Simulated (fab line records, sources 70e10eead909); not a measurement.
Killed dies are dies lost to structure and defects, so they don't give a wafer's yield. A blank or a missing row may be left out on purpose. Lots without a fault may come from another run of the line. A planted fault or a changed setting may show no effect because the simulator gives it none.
Chamber matching | flow nand_harc | NHARC_P_M2_PRE_CLEAN_32 on pecvd-02: 3 sister chambers
The step time 12 s. 6 wafers are shown with their chamber, then 10 later ones without.

WAFERS WITH THEIR CHAMBER
wafer  | chamber | heater_power_w (W) | heater_power_outer_w (W)
L088.1 | 0       | 603                | 366
L088.3 | 2       | 548                | 298
L090.2 | 2       | 563                | 312
L090.3 | 0       | 635                | 368
L091.1 | 1       | 834                | 503
L091.4 | 1       | 852                | 487

WAFERS WITHOUT THEIR CHAMBER
wafer  | heater_power_w (W) | heater_power_outer_w (W)
L091.5 | 579                | 359
L092.1 | 583                | 353
L092.2 | 645                | 365
L092.4 | 588                | 358
L094.2 | 562                | 319
L094.3 | 538                | 317
L094.5 | 595                | 337
L095.3 | 611                | 361
L095.4 | 815                | 478
L095.5 | 605                | 363

WHICH CHAMBER EACH WENT THROUGH
wafer  | from the rows above     | in truth
L091.5 | 0                       | 0
L092.1 | 0                       | 0
L092.2 | 0                       | 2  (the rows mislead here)
L092.4 | 0                       | 0
L094.2 | 2                       | 2
L094.3 | 2                       | 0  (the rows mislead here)
L094.5 | can't be placed: 0 or 2 | 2
L095.3 | 0                       | 0
L095.4 | 1                       | 1
L095.5 | 0                       | 0
Placed correctly: 7 of 10. Can't be placed from these rows: 1 (the true chamber is among the candidates in 1). Placed wrongly: 2.
How it was worked out, from the rows above alone: a wafer's distance from a chamber is the root of the sum, over the readings, of the square of ((its reading less the chamber's mean) divided by the reading's scatter). The wafer belongs to the nearest chamber; if the next one is less than 2 further off, it can't be placed. A chamber's mean is the mean of its shown wafers. The scatter: the root of (the sum of the squares of (reading less its chamber's mean) over the shown wafers, divided by (wafers less chambers)).
